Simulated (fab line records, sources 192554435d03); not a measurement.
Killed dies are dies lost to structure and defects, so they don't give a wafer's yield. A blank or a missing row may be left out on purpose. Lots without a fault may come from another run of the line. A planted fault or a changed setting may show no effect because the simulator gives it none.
Chamber matching | flow n5_finfet | N5_BEOL_M4_DESCUM_33 on rie_diel-01: 4 sister chambers
The step chemistry O2, time 7 s. 16 wafers are shown with their chamber, then 8 later ones without.

WAFERS WITH THEIR CHAMBER
wafer  | chamber | drypump_motor_current_A (A) | throttle_valve_pct (%) | showerhead_plenum_p_Torr (Torr)
L074.1 | 0       | 5.4                         | 20.63                  | 2.15
L074.2 | 1       | 4.8                         | 20.05                  | 2.04
L074.3 | 2       | 5.5                         | 20.25                  | 2.08
L076.1 | 3       | 5.8                         | 20.36                  | 2.14
L076.2 | 0       | 5.4                         | 20.61                  | 2.15
L076.4 | 2       | 5.5                         | 20.27                  | 2.08
L079.1 | 2       | 5.5                         | 20.27                  | 2.08
L079.2 | 0       | 5.4                         | 20.63                  | 2.15
L079.3 | 3       | 5.8                         | 20.37                  | 2.14
L087.3 | 2       | 5.5                         | 20.29                  | 2.07
L087.5 | 0       | 5.3                         | 20.67                  | 2.14
L087.6 | 1       | 4.8                         | 20.10                  | 2.03
L089.1 | 3       | 5.8                         | 20.41                  | 2.13
L089.3 | 0       | 5.4                         | 20.67                  | 2.14
L089.6 | 0       | 5.4                         | 20.67                  | 2.14
L093.1 | 3       | 5.8                         | 20.42                  | 2.13

SIGNATURES (means of the wafers above)
reading                  | chamber 0 | chamber 1 | chamber 2 | chamber 3 | scatter within a chamber
drypump_motor_current_A  | 5.383     | 4.800     | 5.500     | 5.800     | 0.0264
throttle_valve_pct       | 20.6467   | 20.0750   | 20.2700   | 20.3900   | 0.0261
showerhead_plenum_p_Torr | 2.1450    | 2.0350    | 2.0775    | 2.1350    | 0.00559
Rule: a wafer's distance from a chamber is the root of the sum, over the readings, of the square of ((its reading less the chamber's mean) divided by the reading's scatter). The wafer belongs to the nearest chamber; if the next one is less than 2 further off, it can't be placed. The scatter: the root of (the sum of the squares of (reading less its chamber's mean) over the shown wafers, divided by (wafers less chambers)).

WAFERS WITHOUT THEIR CHAMBER
wafer  | drypump_motor_current_A (A) | throttle_valve_pct (%) | showerhead_plenum_p_Torr (Torr)
L093.2 | 5.5                         | 20.32                  | 2.07
L093.4 | 4.8                         | 20.12                  | 2.03
L094.2 | 4.9                         | 20.10                  | 2.03
L094.4 | 5.7                         | 20.42                  | 2.13
L094.6 | 5.5                         | 20.31                  | 2.07
L097.3 | 5.4                         | 20.69                  | 2.13
L097.4 | 5.8                         | 20.43                  | 2.13
L097.5 | 4.9                         | 20.13                  | 2.03

WHICH CHAMBER EACH WENT THROUGH
wafer  | from the rows above | in truth
L093.2 | 2                   | 2
L093.4 | 1                   | 1
L094.2 | 1                   | 1
L094.4 | 3                   | 3
L094.6 | 2                   | 2
L097.3 | 0                   | 0
L097.4 | 3                   | 3
L097.5 | 1                   | 1
Placed correctly: 8 of 8. Can't be placed from these rows: 0. Placed wrongly: 0.
